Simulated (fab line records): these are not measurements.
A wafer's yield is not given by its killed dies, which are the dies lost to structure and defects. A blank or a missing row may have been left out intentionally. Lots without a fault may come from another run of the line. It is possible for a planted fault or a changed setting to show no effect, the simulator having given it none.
Chamber matching ; flow n5-finfet ; N5_GATE_CUT_PECVD_57 on pecvd-02 has 3 sister chambers
The step deposits SiNx from SiH4/NH3/N2, target thk 21 nm. 14 wafers are shown with their chamber, then 7 later ones without.

== WAFERS, EACH WITH ITS CHAMBER ==
wafer;chamber;throttle-valve-pct (%);heater-power-w (W);showerhead-plenum-p-Torr (Torr)
L077.2;2;39.9;656;5.19
L077.4;1;37.1;866;5.20
L077.6;0;43.5;989;5.16
L084.2;2;40.2;701;5.20
L084.4;2;40.0;709;5.18
L084.6;1;36.9;851;5.19
L085.1;2;40.3;676;5.19
L085.2;1;36.8;862;5.18
L085.6;0;43.4;999;5.14
L088.1;2;40.4;643;5.21
L088.2;0;43.5;916;5.16
L088.3;1;37.3;865;5.18
L091.2;0;43.7;1017;5.14
L091.3;2;40.2;734;5.19

SIGNATURES (means of the wafers above)
reading;chamber 0;chamber 1;chamber 2;scatter within a chamber
throttle-valve-pct;43.525;37.025;40.167;0.183
heater-power-w;980.25;861.00;686.50;33
showerhead-plenum-p-Torr;5.1500;5.1875;5.1933;0.0105
Rule: a wafer's distance from a chamber is the root of the sum, over the readings, of the square of ((its reading less the chamber's mean) divided by the reading's scatter). The wafer belongs to the nearest chamber; if the next one is less than 2 further off, it can't be placed. The scatter: the root of (the sum of the squares of (reading less its chamber's mean) over the shown wafers, divided by (wafers less chambers)).

== WAFERS WHOSE CHAMBER IS MISSING ==
wafer;throttle-valve-pct (%);heater-power-w (W);showerhead-plenum-p-Torr (Torr)
L091.6;37.0;868;5.19
L093.1;43.3;899;5.15
L093.2;37.1;819;5.19
L093.5;37.1;821;5.19
L096.1;40.4;751;5.18
L096.3;43.4;958;5.15
L096.4;37.2;793;5.18

== WHICH CHAMBER EACH WENT THROUGH ==
wafer;from the rows above;in truth
L091.6;1;1
L093.1;0;0
L093.2;1;1
L093.5;1;1
L096.1;2;2
L096.3;0;0
L096.4;1;1
Correctly placed: 7 of 7. Can't be placed from these rows: 0. 0 placed wrongly.
